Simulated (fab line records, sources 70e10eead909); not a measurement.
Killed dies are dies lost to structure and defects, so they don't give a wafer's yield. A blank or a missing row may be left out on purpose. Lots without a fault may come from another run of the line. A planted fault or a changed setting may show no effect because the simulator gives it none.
A struck lot beside a sound one | flow nand_harc | 36 steps out of a route of 1159
Sound: wafers L689.3, L689.5, L689.6. Struck: wafers L696.1, L696.2, L696.3. The cause comes at the end.
At each step with rows: each side's tool, then ch and its chambers, then its first start. Under that, the readings that differ: sound wafers | struck wafers | difference of the means | sigmas: that difference in standard deviations of wafers without a fault.
alike: readings whose means differ by less than 2 such deviations, and words and numbers that are the same on both sides. not compared: withheld readings, readings that some wafer has no value for, bounds like >300 that may hide the same value, and numbers for which the record gives no deviation and whose values overlap.
The two part at a step that has a row with sigmas, a row that says differs or no value, or rows on one side only. Numbers that don't overlap but have no deviation are shown without sigmas and don't part them. A reading that every wafer of one side lacks parts them only if that side has two wafers or more.

first, 7 steps without rows for these wafers: NHARC_A_WL_FILL_ALD_10 (deposits SiO2, target thk 50 nm, pulse time 10 s, ald cycles 500); NHARC_A_WL_FILL_ETCHBACK_16 (etches the open film in C4F8/O2/Ar, target depth 88 nm, time 17.6 s); NHARC_A_WL_FILL_STRIP_29 (strips in O2, time 20 s); NHARC_A_WL_FILL_ETCHBACK_17 (etches the open film in Cl2/BCl3, target depth 4 nm, time 26.7 s); NHARC_A_WL_FILL_PRECLEAN_18 (cleans in dHF, time 30 s); NHARC_A_WL_FILL_SRD_21; NHARC_A_WL_FILL_CVD_23 (deposits poly-Si, target thk 40 nm, time 800 s).
NHARC_A_WL_FILL_ETCHBACK_26: etches the open film in HBr, target depth 52 nm, time 13.3 s.
  sound on rie_si-02 ch 1,2, day 16 03:44; struck on rie_si-02 ch 0,2,3, day 18 08:06
  alike: drypump_motor_current_A, hbr_flow_sccm, oes_product_au, rf_fwd_power_W, throttle_valve_pct
  not compared: rf_hours_counter_h
then, 3 steps without rows for these wafers: NHARC_A_WL_FILL_PRECLEAN_30 (cleans in dHF, time 10 s); NHARC_A_WL_FILL_SRD_14; NHARC_A_WL_FILL_ALD_19 (deposits TiN, target thk 2 nm, pulse time 3 s, ald cycles 100).
NHARC_A_WL_FILL_CVD_20: deposits W, target thk 75 nm, time 5064 s.
  sound on cvd_w-02 ch 0,1, day 16 06:19; struck on cvd_w-02 ch 0,1, day 18 08:34
  alike: heater_power_outer_w, heater_power_w, throttle_valve_pct
then, 15 steps without rows for these wafers: NHARC_A_WL_FILL_CMP_12 (polishes, t overpolish 30 s, target thk 75 nm); NHARC_A_WL_FILL_SRD_31; NHARC_A_CONTACT_DEP_24 (deposits SiO2, target thk 500 nm); NHARC_A_CONTACT_DEP_28 (deposits aC, target thk 3600 nm); NHARC_A_CONTACT_DEP_29 (deposits SiON, target thk 70 nm); NHARC_A_CONTACT_DEHYDRATE_32 (time 120 s); NHARC_A_CONTACT_HMDS_33 (time 30 s); NHARC_A_CONTACT_COAT_34 (time 75 s); NHARC_A_CONTACT_COAT_35 (time 65 s); NHARC_A_CONTACT_COAT_36 (resist thk 90 nm); NHARC_A_CONTACT_SOFTBAKE_37 (time 55 s); NHARC_A_CONTACT_EBR_38; NHARC_A_CONTACT_EXPOSE_39 (exposes mask A CC 3); NHARC_A_CONTACT_PEB_40 (peb time 65 s); NHARC_A_CONTACT_DEVELOP_41 (develop time 35 s).
NHARC_A_CONTACT_CD_MEAS_42: target cd 200 nm.
  sound on cd_sem-01 ch 0, day 16 13:24; struck on cd_sem-02 ch 0, day 18 23:48
  alike: cd_nm
NHARC_A_CONTACT_OVL_MEAS_43:
  sound on overlay-01, day 16 13:29; struck on overlay-02, day 18 23:53
  alike: overlay_x_nm, overlay_y_nm
NHARC_A_CONTACT_DESCUM_47: chemistry O2, time 3 s.
  sound on rie_diel-06 ch 0,1,2, day 16 13:36; struck on rie_diel-13 ch 1,2,3, day 18 23:59
  reading               | sound             | struck            | difference | sigmas
  oes_product_au (a.u.) | 1.009 1.022 1.008 | 1.003 0.974 0.978 | -0.028     | -3
  alike: drypump_motor_current_A, rf_vpp_V, showerhead_plenum_p_Torr, throttle_valve_pct
  not compared: rf_hours_counter_h
then, 1 step without rows for these wafers: NHARC_A_CONTACT_ETCH_48 (etches the open film in CF4, target depth 39 nm, time 65 s).
NHARC_A_CONTACT_ETCH_49: etches the open film in N2/H2, target depth 260 nm, time 475.3 s.
  sound on rie_diel-06 ch 2,3; struck on rie_diel-13 ch 0,1,3
  reading               | sound             | struck            | difference | sigmas
  oes_product_au (a.u.) | 1.004 1.006 1.014 | 0.981 0.990 0.980 | -0.024     | -2
  alike: drypump_motor_current_A, rf_fwd_power_W, rf_vpp_V, showerhead_plenum_p_Torr, throttle_valve_pct
  not compared: rf_hours_counter_h
then, 1 step without rows for these wafers: NHARC_A_CONTACT_ETCH_50 (etches the open film in CF4/CHF3, target depth 84.7 nm, time 42.4 s).
NHARC_A_CONTACT_ETCH_51: etches the open film in O2/COS, target depth 3600 nm, time 936 s.
  sound on rie_diel-06 ch 0,1,2; struck on rie_diel-13 ch 0,2,3
  alike: drypump_motor_current_A, oes_product_au, rf_fwd_power_W, rf_vpp_V, showerhead_plenum_p_Torr, throttle_valve_pct
  not compared: rf_hours_counter_h
NHARC_A_CONTACT_ETCH_111: etches the open film in C4F8/O2/Ar, time 140 s, target depth 700 nm.
  sound on har_cap_etch-02 ch 0,1, day 16 15:13; struck on har_cap_etch-02 ch 0,1, day 19 01:36
  not compared: rf_hours_counter_h
-- the record jumps here: 3 days lie between the struck wafers' starts before and after (it left off in module A_CONTACT and takes up again in module END, whose first step shown is number 1159 of the route) --
NHARC_END_SORT_01:
  the record has rows for the struck wafers here (prober-02 ch 0, day 21 22:01) and none for the sound ones

WHERE THEY PART
First at NHARC_A_CONTACT_DESCUM_47; last, within this record, at NHARC_END_SORT_01.

WHY: what the simulator had put in
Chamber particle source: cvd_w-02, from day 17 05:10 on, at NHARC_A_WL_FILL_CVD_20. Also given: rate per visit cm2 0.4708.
